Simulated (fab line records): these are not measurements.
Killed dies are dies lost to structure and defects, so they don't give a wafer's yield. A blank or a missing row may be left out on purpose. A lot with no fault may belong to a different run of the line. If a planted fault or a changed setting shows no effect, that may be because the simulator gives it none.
Problem report, 8D (eight disciplines) form, completed by code || flow nand harc || the parts of the form that need people (team, actions taken, sign-off) are left out

1. WHAT WENT WRONG
Mean of cd nm at NHARC_P_GATE_CD_MEAS_59: 729.6 nm across 6 wafers in 2 lots; on wafers with no fault it is 720.2 nm (standard deviation 1.5). Relative to the usual mean, that is a shift of +6.2 standard deviations.
The step: target cd 720 nm.
Earliest sighting: wafer L526.2 on cd sem-02 at day 8 21:23. The record holds 33 wafers of 11 lots with a number at this step. Rule for "out" (also "out of limits"): further than 4 standard deviations from the usual mean. Any other wafer with a number is counted as sound.

2. WHAT IT IS; WHAT IT IS NOT
{"question": "which readings at this step", "is": "cd nm", "is not": "-"}
{"question": "which lots", "is": "L526, L527", "is not": "L519, L521, L532, L533, L535, L536, L539, L540, L541"}
{"question": "which wafers of those lots", "is": "all that have a number", "is not": "-"}
{"question": "read on which gauges", "is": "cd sem-01, cd sem-02", "is not": "cd sem-03"}
{"question": "when", "is": "from day 8 21:23", "is not": "up to then (6 sound wafers); but 21 sound wafers of L532, L533, L535, L536, L539, L540, L541 came after"}

3. SUSPECTS, AND WHAT RULES EACH OUT
Counting: a tool at any process step up to the reading remains a suspect when it ran all the lots that are out and ran no sound lot after the first of those.
- the gauge at NHARC_P_GATE_CD_MEAS_59: ruled out. Those wafers that are out were read across 2 gauges (cd sem-01, cd sem-02).
- rie diel-10 at NHARC_P_GATE_DESCUM_13 (chemistry O2, time 3 s): ruled out as a lasting fault. Following L526 (day 7 15:40), the first lot on it that is out, the sound lots L536, L541 were run on it.
- litho track-03 at NHARC_P_GATE_PEB_57 (peb time 85 s): ruled out as a lasting fault. Following L526 (day 8 21:18), the first lot on it that is out, the sound lots L535, L536, L539 were run on it.
Left after counting: nothing in the record.

4. THE CAUSE (what the simulator had put in)
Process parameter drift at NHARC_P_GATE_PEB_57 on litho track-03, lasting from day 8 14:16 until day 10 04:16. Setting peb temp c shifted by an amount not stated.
It was ruled out by counting, in error; the rule expects a fault to strike all lots run on its tool from its start on, and this fault did not.

5. THE EFFECT CHAIN, in route order
One row per reading whose mean, taken over the struck wafers that have a number, lies over 3 standard deviations from the usual. Only readings whose record carries a usual standard deviation are examined. hours: median over the lots of the time between each lot's start at the first step of this table that gives one and its start at this step. sigmas: the change, counted in usual standard deviations.
{"hours": 0, "step": "NHARC_P_GATE_PEB_57", "reading": "heater power total W", "usual": "163.97 W", "on struck wafers": 179.04, "change": "+15.07", "sigmas": "+58"}
{"hours": 0, "step": "NHARC_P_GATE_PEB_57", "reading": "plate temp C", "usual": "118.00 C", "on struck wafers": 126.31, "change": "+8.31", "sigmas": "+69"}
{"hours": 0, "step": "NHARC_P_GATE_CD_MEAS_59", "reading": "cd nm", "usual": "720.2 nm", "on struck wafers": 729.6, "change": "+9.4", "sigmas": "+6.2"}
The process steps in it:
- NHARC_P_GATE_PEB_57: peb time 85 s.

6. HOW IT WOULD HAVE BEEN CAUGHT EARLIER
The first out-of-limits reading at a measuring or inspecting step in this record came at day 8 21:23, 7 hours after the fault's start at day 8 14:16.
At NHARC_P_GATE_PEB_57, the tool's own readings (heater power total W, plate temp C) were out on each struck wafer the step has a row for, so an alarm limit on them would have fired on the first such wafer.
